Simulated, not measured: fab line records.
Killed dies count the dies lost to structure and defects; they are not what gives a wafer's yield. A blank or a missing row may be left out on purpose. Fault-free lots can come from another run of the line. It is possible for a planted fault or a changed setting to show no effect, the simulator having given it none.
Chamber matching -- flow nand harc -- 4 sister chambers for NHARC_P_CONTACT_DESCUM_17 on rie diel-02
The step chemistry O2, time 3 s. 20 wafers are shown with their chamber, then 10 later ones without.

EACH WAFER AND ITS CHAMBER
wafer,chamber,drypump motor current A (A),showerhead plenum p Torr (Torr),oes product au (a.u.)
L075.2,2,5.1,1.88,0.997
L075.3,0,6.0,1.94,0.988
L075.4,1,6.5,1.85,0.994
L076.1,3,5.8,2.03,0.994
L076.2,1,6.5,1.85,1.002
L076.3,2,5.1,1.88,1.004
L079.2,3,5.8,2.03,0.998
L079.3,0,6.0,1.94,0.987
L079.5,2,5.1,1.88,0.999
L086.2,1,6.5,1.85,1.000
L086.4,0,6.0,1.93,0.998
L086.5,2,5.1,1.88,1.005
L087.2,0,6.0,1.93,0.996
L087.3,1,6.5,1.85,1.000
L087.4,3,5.7,2.02,1.012
L088.3,2,5.1,1.88,1.009
L088.4,3,5.7,2.02,1.014
L088.6,3,5.7,2.02,1.014
L090.4,2,5.1,1.88,1.000
L090.5,0,6.0,1.93,1.006

SIGNATURES (means of the wafers above)
reading,chamber 0,chamber 1,chamber 2,chamber 3,scatter within a chamber
drypump motor current A,6.000,6.500,5.100,5.740,0.0274
showerhead plenum p Torr,1.9340,1.8500,1.8800,2.0240,0.00387
oes product au,0.99500,0.99900,1.00233,1.00640,0.00685
Rule: a wafer lies at a distance from a chamber equal to the root of the sum of squares, over the readings, of (its reading less the chamber's mean, divided by the reading's scatter). If the next closest chamber is less than 2 further off than the closest, the wafer can't be placed; otherwise it belongs to the closest. The scatter: the root of (the sum of the squares of (reading less its chamber's mean) over the shown wafers, divided by (wafers less chambers)).

WAFERS MISSING THEIR CHAMBER
wafer,drypump motor current A (A),showerhead plenum p Torr (Torr),oes product au (a.u.)
L090.6,5.8,2.02,1.010
L095.1,5.7,2.02,1.007
L095.4,6.5,1.85,1.006
L095.5,5.8,2.02,1.012
L096.1,6.5,1.85,0.998
L096.5,6.5,1.85,1.008
L096.6,5.1,1.88,1.006
L097.1,6.5,1.85,1.012
L097.2,5.1,1.88,0.998
L097.6,6.0,1.93,1.005

THE CHAMBER EACH PASSED THROUGH
wafer,from the rows above,in truth
L090.6,3,3
L095.1,3,3
L095.4,1,1
L095.5,3,3
L096.1,1,1
L096.5,1,1
L096.6,2,2
L097.1,1,1
L097.2,2,2
L097.6,0,0
Correctly placed: 10 of 10. From these rows, 0 cannot be placed. Number placed wrongly: 0.
